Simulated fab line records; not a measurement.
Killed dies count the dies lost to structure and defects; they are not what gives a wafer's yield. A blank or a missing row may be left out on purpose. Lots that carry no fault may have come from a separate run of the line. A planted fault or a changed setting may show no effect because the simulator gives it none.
The tool behind it: which one? | flow n5Finfet | Sampling: 12 lots, 36 wafers, 5 of 1938 route steps

WHAT EACH GAUGE READ, for each wafer
N5_BEOL_M6_OVL_MEAS_12.
lot  | measured     | on         | M6_OVL (nm)
L074 | day 9 06:38  | overlay-02 | -0.8 0.2 -0.5
L077 | day 9 16:06  | overlay-01 | 0.9 1.4 1.5
L078 | day 10 13:46 | overlay-02 | 1.0 2.4 1.5
L082 | day 10 16:40 | overlay-02 | 1.0 0.8 0.5
L083 | day 10 23:49 | overlay-02 | 1.5 1.9 2.4
L085 | day 11 09:41 | overlay-02 | 1.8 1.8 1.3
L087 | day 12 03:50 | overlay-02 | -0.5 1.1 1.0
L089 | day 12 14:40 | overlay-02 | 1.7 0.9 1.2
L091 | day 13 00:34 | overlay-01 | 2.2 0.9 1.9
L095 | day 13 21:56 | overlay-01 | 0.4 0.9 0.5
L094 | day 14 09:43 | overlay-02 | 0.3 -0.2 -0.1
L097 | day 14 15:01 | overlay-02 | 0.3 0.2 -0.1

WHICH TOOL RAN EACH LOT (tool, then ch and the chambers of the sampled wafers, then the start)
lot  | N5_BEOL_M4_ALD_84                  | N5_BEOL_M5_STRIP_36               | N5_BEOL_M5_ANNEAL_82        | N5_BEOL_M5_ANNEAL_89
L074 | aldMetal-03 ch 1,2,3, day 8 08:22  | rieDiel-03 ch 2,3, day 8 19:22    | pvdSputter-01, day 8 23:37  | pvdSputter-01, day 9 01:47
L077 | aldMetal-04 ch 0,1,3, day 8 19:26  | rieDiel-06 ch 0,1,2, day 9 05:55  | pvdSputter-01, day 9 09:48  | pvdSputter-01, day 9 11:58
L078 | aldMetal-04 ch 0,1,3, day 9 18:20  | rieDiel-03 ch 0,2, day 10 05:22   | pvdSputter-03, day 10 07:53 | pvdSputter-03, day 10 10:03
L082 | aldMetal-01 ch 0,1, day 9 18:51    | rieDiel-06 ch 0,1, day 10 05:29   | pvdSputter-01, day 10 08:41 | pvdSputter-01, day 10 11:40
L083 | aldMetal-03 ch 1,2, day 9 22:00    | rieDiel-03 ch 0,1,2, day 10 13:08 | pvdSputter-02, day 10 16:51 | pvdSputter-02, day 10 19:01
L085 | aldMetal-01 ch 0,2, day 10 13:46   | rieDiel-05 ch 0,1,3, day 10 23:29 | pvdSputter-02, day 11 03:49 | pvdSputter-02, day 11 05:59
L087 | aldMetal-01 ch 0,2,3, day 11 07:04 | rieDiel-05 ch 0,1,3, day 11 17:20 | pvdSputter-01, day 11 21:20 | pvdSputter-01, day 11 23:31
L089 | aldMetal-04 ch 0,2,3, day 11 16:34 | rieDiel-05 ch 1,2,3, day 12 03:09 | pvdSputter-03, day 12 07:46 | pvdSputter-03, day 12 09:56
L091 | aldMetal-03 ch 0,1,3, day 12 04:22 | rieDiel-05 ch 0,1,2, day 12 13:34 | pvdSputter-03, day 12 16:22 | pvdSputter-03, day 12 18:32
L095 | aldMetal-03 ch 1,2, day 13 01:38   | rieDiel-05 ch 0,1,3, day 13 11:59 | pvdSputter-01, day 13 14:55 | pvdSputter-01, day 13 17:05
L094 | aldMetal-01 ch 1,2,3, day 13 09:39 | rieDiel-05 ch 3, day 13 21:50     | pvdSputter-02, day 14 01:20 | pvdSputter-02, day 14 03:30
L097 | aldMetal-04 ch 0,1,3, day 13 17:54 | rieDiel-03 ch 1,2,3, day 14 03:13 | pvdSputter-02, day 14 08:37 | pvdSputter-02, day 14 10:47
- N5_BEOL_M4_ALD_84: deposits TaN, pulse time 2 s, purge time 3 s, co reactant purge time 2 s.
- N5_BEOL_M5_STRIP_36: strips in N2/H2.
- N5_BEOL_M5_ANNEAL_82: time 1800 s.
- N5_BEOL_M5_ANNEAL_89: time 1800 s.

THE ANSWER, worked out from the rows above alone
Rule: the usual values come from the lots themselves. The widest of any qualifying gaps counts: lots, ordered by their means at a reading, are off when they make up no more than a third of the lots, leave a main group of 4 or more, and stand apart from it by 3 or more times the standard deviation of that group's means. A main group whose means are all the same, to the digits that the tables above print for the reading, isn't used. A lot without any number at a reading at which 4 lots or more have one is off too. Any other lot the step has rows for is counted as sound.
No lot is off on any of the readings shown, so nothing can be concluded from this.

WHAT THE SIMULATOR PUT IN
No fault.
